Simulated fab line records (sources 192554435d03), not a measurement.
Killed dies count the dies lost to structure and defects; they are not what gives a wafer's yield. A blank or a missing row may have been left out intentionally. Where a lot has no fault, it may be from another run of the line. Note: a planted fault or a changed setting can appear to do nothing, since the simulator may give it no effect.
Lot-split experiment + flow n5_finfet + 7 lots, 21 wafers read, on a route of 1938 steps

THE SPLIT
At N5_BEOL_M8_TRENCH_ETCH_37 (etches SiCOH lowk in C4F6/O2, target depth 93.478 nm, time 31.2 s), the setting source_w was moved away from the recipe's 345 W on 5 of the 21 wafers read, by -12.6% to -4.9%. For the rest of the wafers, this setting stayed at what the recipe calls for.

The split's own step is where the reading is taken.

THE READING
rf_vpp_V, in V, at N5_BEOL_M8_TRENCH_ETCH_37 (etches SiCOH lowk in C4F6/O2, target depth 93.478 nm, time 31.2 s). On this fab line, fault-free wafers typically give 670 V with a standard deviation of 6.9 V.

| wafer  | tool, chamber at the split | source_w as run, W | against the recipe | rf_vpp_V, V | against lot-mates on the recipe |
|--------|----------------------------|--------------------|--------------------|-------------|---------------------------------|
| L075.3 | rie_diel-02, 0             | 345                | recipe             | 669         | -                               |
| L075.4 | rie_diel-02, 2             | 345                | recipe             | 679         | -                               |
| L075.6 | rie_diel-02, 2             | 345                | recipe             | 680         | -                               |
| L081.2 | rie_diel-02, 0             | 345                | recipe             | 671         | -                               |
| L081.3 | rie_diel-02, 3             | 345                | recipe             | 671         | -                               |
| L081.4 | rie_diel-02, 1             | 307                | -11.0%             | 711         | +40                             |
| L083.2 | rie_diel-05, 2             | 345                | recipe             | 670         | -                               |
| L083.3 | rie_diel-05, 0             | 345                | recipe             | 662         | -                               |
| L083.5 | rie_diel-05, 3             | 309.3              | -10.3%             | 707         | +41                             |
| L087.1 | rie_diel-05, 1             | 345                | recipe             | 682         | -                               |
| L087.2 | rie_diel-05, 0             | 345                | recipe             | 662         | -                               |
| L087.5 | rie_diel-05, 1             | 345                | recipe             | 682         | -                               |
| L089.2 | rie_diel-06, 2             | 345                | recipe             | 665         | -                               |
| L089.3 | rie_diel-06, 1             | 301.4              | -12.6%             | 722         | +52                             |
| L089.4 | rie_diel-06, 3             | 345                | recipe             | 675         | -                               |
| L091.3 | rie_diel-05, 1             | 345                | recipe             | 683         | -                               |
| L091.5 | rie_diel-05, 3             | 345                | recipe             | 670         | -                               |
| L091.6 | rie_diel-05, 2             | 345                | recipe             | 670         | -                               |
| L097.3 | rie_diel-02, 1             | 345                | recipe             | 668         | -                               |
| L097.4 | rie_diel-02, 3             | 328                | -4.9%              | 686         | +18                             |
| L097.5 | rie_diel-02, 1             | 328                | -4.9%              | 685         | +17                             |

FIT RESULTS
A straight line over all 21 wafers: rf_vpp_V changes by -3.55 V for each +1% of source_w; r = -0.92; the points scatter about the line by 6.5 V.
The same after taking each lot's own level away (the mean of its wafers on the recipe; 21 wafers): -3.89 V for each +1%; r = -0.95; scatter 5.4 V.
According to that fit, moving source_w by its largest amount changes the reading by 49 V.
The span of the lots' own levels, 666.0 to 676.0 V, comes to 1.4 times the standard deviation stated above.
Consequently the slope shifts little with the lot-to-lot level, the two slopes agreeing.
Check: +47.4 V against its lot-mates is what the line predicts for one of the wafers moved furthest among these (-12.6%) when that wafer is left out of the fit. It came out at +52 V against them.
Tool readings at the split's step, against how far the setting was moved: rf_vpp_V r = -0.92.

THE OTHER SPLITS THESE WAFERS WENT THROUGH
These wafers also went through other splits before the reading. Each is held against what the fit with the lots' levels taken away leaves over:
| other split on the same wafers   | wafers away from the commonest value | r with rf_vpp_V (lot level and that fit taken away) |
|----------------------------------|--------------------------------------|-----------------------------------------------------|
| N5_BEOL_M4_DESCUM_33 time_s      | 9                                    | +0.13                                               |
| N5_BEOL_M4_TRENCH_ETCH_37 time_s | 4                                    | +0.08                                               |
| N5_BEOL_M5_ETCH_68 time_s        | 7                                    | -0.03                                               |
| N5_BEOL_M5_TRENCH_ETCH_37 bias_w | 6                                    | +0.08                                               |
| N5_BEOL_M6_ETCH_66 bias_w        | 6                                    | -0.10                                               |
| N5_BEOL_M6_DEP_56 time_s         | 9                                    | +0.15                                               |
| N5_BEOL_M8_PECVD_70 time_s       | 10                                   | -0.12                                               |
| N5_BEOL_M8_VIA_ETCH_34 bias_w    | 10                                   | +0.19                                               |

FILE'S OWN FIT
rf_vpp_V changes by -3.91 V for each +1% of source_w, r = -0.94.
